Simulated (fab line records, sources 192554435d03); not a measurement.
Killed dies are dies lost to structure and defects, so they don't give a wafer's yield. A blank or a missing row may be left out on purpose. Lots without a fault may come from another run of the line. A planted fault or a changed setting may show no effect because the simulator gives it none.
A struck lot beside a sound one | flow n5_finfet | 39 steps out of a route of 1938
Sound: wafers L356.3, L356.4, L356.5. Struck: wafers L357.2, L357.3, L357.5. The cause comes at the end.
At each step with rows: each side's tool, then ch and its chambers, then its first start. Under that, the readings that differ: sound wafers | struck wafers | difference of the means | sigmas: that difference in standard deviations of wafers without a fault.
alike: readings whose means differ by less than 2 such deviations, and words and numbers that are the same on both sides. not compared: withheld readings, readings that some wafer has no value for, bounds like >300 that may hide the same value, and numbers for which the record gives no deviation and whose values overlap.
The two part at a step that has a row with sigmas, a row that says differs or no value, or rows on one side only. Numbers that don't overlap but have no deviation are shown without sigmas and don't part them. A reading that every wafer of one side lacks parts them only if that side has two wafers or more.

first, 9 steps without rows for these wafers: N5_BEOL_M4_ANNEAL_95 (time 240 s); N5_BEOL_M4_SPUTTER_96 (material Cu, target thk 4.5 nm, time 8.29 s); N5_BEOL_M4_ECD_50 (material Cu, target thk 300 nm); N5_BEOL_M4_ANNEAL_51 (time 90 s); N5_BEOL_M4_CMP_52 (polishes, stops on SiOC, t overpolish 6.8 s, target thk 40 nm); N5_BEOL_M4_PRE_CLEAN_60 (time 15 s); N5_BEOL_M4_CO_CAP_55 (material Co, precursor CCTBA/H2, target thk 2 nm, time 102.1 s); N5_BEOL_M4_PRE_CLEAN_56 (time 15 s); N5_BEOL_M4_DEP_57 (deposits SiCN from 3MS/NH3, target thk 8 nm, time 14 s).
N5_BEOL_M4_RC_MEAS_101:
  sound on prober-02 ch 0, day 9 13:06; struck on prober-02 ch 0, day 10 06:17
  alike: DIBL_N, DIBL_P, IOFF_N, IOFF_P, ION_N, ION_P, SS_N, SS_P, VT_N, VT_P
then, 24 steps without rows for these wafers: N5_BEOL_M5_ILD_DEP_00 (deposits SiCOH lowk from DEMS/porogen, target thk 140.64 nm, time 25.9 s); N5_BEOL_M5_CURE_79 (cures SiCOH lowk, time 240 s); N5_BEOL_M5_PECVD_70 (deposits SiO2 from TEOS/O2, target thk 16 nm, time 18 s); N5_BEOL_M5_HM_DEP_02 (deposits TiN, target thk 20 nm); N5_BEOL_M5_COAT_59 (time 60 s, resist thk 60 nm); N5_BEOL_M5_COAT_60 (time 60 s, resist thk 12 nm); N5_BEOL_M5_COAT_71 (time 60 s, resist thk 5 nm); N5_BEOL_M5_COAT_05 (resist thk 30 nm); N5_BEOL_M5_EBR_07; N5_BEOL_M5_SOFTBAKE_06 (time 60 s); N5_BEOL_M5_EXPOSE_08 (exposes mask M5, target cd 28 nm); N5_BEOL_M5_PEB_09 (peb time 60 s); N5_BEOL_M5_DEVELOP_10 (develop time 30 s); N5_BEOL_M5_DESCUM_16 (chemistry O2, time 7 s); N5_BEOL_M5_ETCH_72 (etches underlayer in N2/H2, target depth 6.5 nm, time 5.2 s); N5_BEOL_M5_ETCH_61 (etches SiARC in CF4, target depth 15.6 nm, time 26 s); N5_BEOL_M5_ETCH_62 (etches SOC in N2/H2, target depth 75 nm, overetch 15 nm, time 112.5 s); N5_BEOL_M5_STRIP_63 (strips in N2/H2); N5_BEOL_M5_STRIP_73 (strips in N2/H2); N5_BEOL_M5_STRIP_64 (strips in CF4); N5_BEOL_M5_HM_OPEN_17 (chemistry Cl2/BCl3, target TiN, target depth 20 nm, overetch 6 nm); N5_BEOL_M5_STRIP_19 (strips in O2); N5_BEOL_M5_COAT_65 (time 60 s, resist thk 60 nm); N5_BEOL_M5_COAT_66 (time 60 s, resist thk 12 nm).
N5_BEOL_M7_CMP_52: polishes, stops on SiCOH lowk, t overpolish 6.9 s, target thk 80 nm.
  sound on cmp-03 ch 0,1,3, day 10 17:21; struck on cmp-03 ch 0,2,3, day 11 08:28
  no value came back on the struck wafers for any of 6 readings (barrier_field_endpoint_s (s), clearing_platen_down_force_psi (psi) and others); on the sound wafers barrier_field_endpoint_s (s) reads 27.4 26.9 26.5
  reading                                    | sound        | struck        | difference | sigmas
  model.Cu_of_BEOL_M7_ECD_50.thk_nm (nm)     | 74.8 74.8 77 | 306 303 302.6 | +228       |
  model.SiO2_of_BEOL_M7_PECVD_70.thk_nm (nm) | 0 0 0        | 19.4 19.8 20  | +19.7      |
N5_BEOL_M7_THK_MEAS_53: measures by xrf.
  sound on film_metro-01, day 10 17:36; struck on film_metro-01, day 11 08:43
  reading     | sound          | struck            | difference | sigmas
  M7_THK (nm) | 74.3 74.7 77.0 | 304.9 302.7 301.9 | +227.8     | +99 or more
N5_BEOL_M7_RS_MEAS_57: measures by four-point-probe.
  sound on film_metro-02, day 10 17:44; struck on film_metro-01, day 11 08:53
  reading        | sound             | struck            | difference | sigmas
  M7_RS (ohm/sq) | 0.309 0.310 0.299 | 0.063 0.064 0.064 | -0.242     | -24
N5_BEOL_M7_INSPECT_58: inspects for defects (darkfield).
  sound on defect_inspect-01, day 10 17:46; struck on defect_inspect-02, day 11 08:55
  reading          | sound    | struck         | difference | sigmas
  raw_defect_count | 57 59 46 | 1498 1303 1272 | +1304      | +57
-- the record jumps here: 3 days lie between the struck wafers' starts before and after (it left off in module BEOL_M7 and takes up again in module PASSIVATION, whose first step shown is number 1936 of the route) --
N5_PASSIVATION_PROBE_49:
  the record has rows for the struck wafers here (prober-02, day 14 12:10) and none for the sound ones

WHERE THEY PART
First at N5_BEOL_M7_CMP_52; last, within this record, at N5_PASSIVATION_PROBE_49.

WHY: what the simulator had put in
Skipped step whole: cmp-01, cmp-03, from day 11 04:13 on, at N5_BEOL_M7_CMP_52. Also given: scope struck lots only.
